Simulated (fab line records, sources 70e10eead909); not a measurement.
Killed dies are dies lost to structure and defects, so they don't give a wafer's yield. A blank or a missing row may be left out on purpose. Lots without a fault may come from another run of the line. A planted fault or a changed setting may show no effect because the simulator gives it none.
Chamber matching | flow nand_harc | NHARC_P_BONDPAD_CMP_19 on cmp-03: 4 sister chambers
The step polishes, t overpolish 30 s, cu recess touch 16 s, target thk 160.81 nm. 4 wafers are shown with their chamber, then 7 later ones without.

WAFERS WITH THEIR CHAMBER
wafer  | chamber | motor_current_A (A)
L078.6 | 2       | 10.0
L081.6 | 1       | 12.5
L089.2 | 0       | 10.3
L089.4 | 3       | 11.4

WAFERS WITHOUT THEIR CHAMBER
wafer  | motor_current_A (A)
L089.6 | 9.7
L090.1 | 10.8
L090.3 | 11.6
L090.6 | 11.8
L095.1 | 9.7
L095.3 | 11.2
L095.6 | 12.0

WHICH CHAMBER EACH WENT THROUGH
wafer  | from the rows above          | in truth
L089.6 | can't be placed: 2 or 0      | 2
L090.1 | can't be placed: 0 or 3 or 2 | 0
L090.3 | can't be placed: 3 or 1      | 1
L090.6 | can't be placed: 3 or 1      | 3
L095.1 | can't be placed: 2 or 0      | 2
L095.3 | can't be placed: 3 or 0      | 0
L095.6 | can't be placed: 1 or 3      | 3
Placed correctly: 0 of 7. Can't be placed from these rows: 7 (the true chamber is among the candidates in 7). Placed wrongly: 0.
How it was worked out, from the rows above alone: a wafer's distance from a chamber is the root of the sum, over the readings, of the square of ((its reading less the chamber's mean) divided by the reading's scatter). The wafer belongs to the nearest chamber; if the next one is less than 2 further off, it can't be placed. A chamber's mean is the mean of its shown wafers. The scatter: with one shown wafer a chamber, the root of the mean of the squares of how far each hidden wafer lies from its nearest shown one.
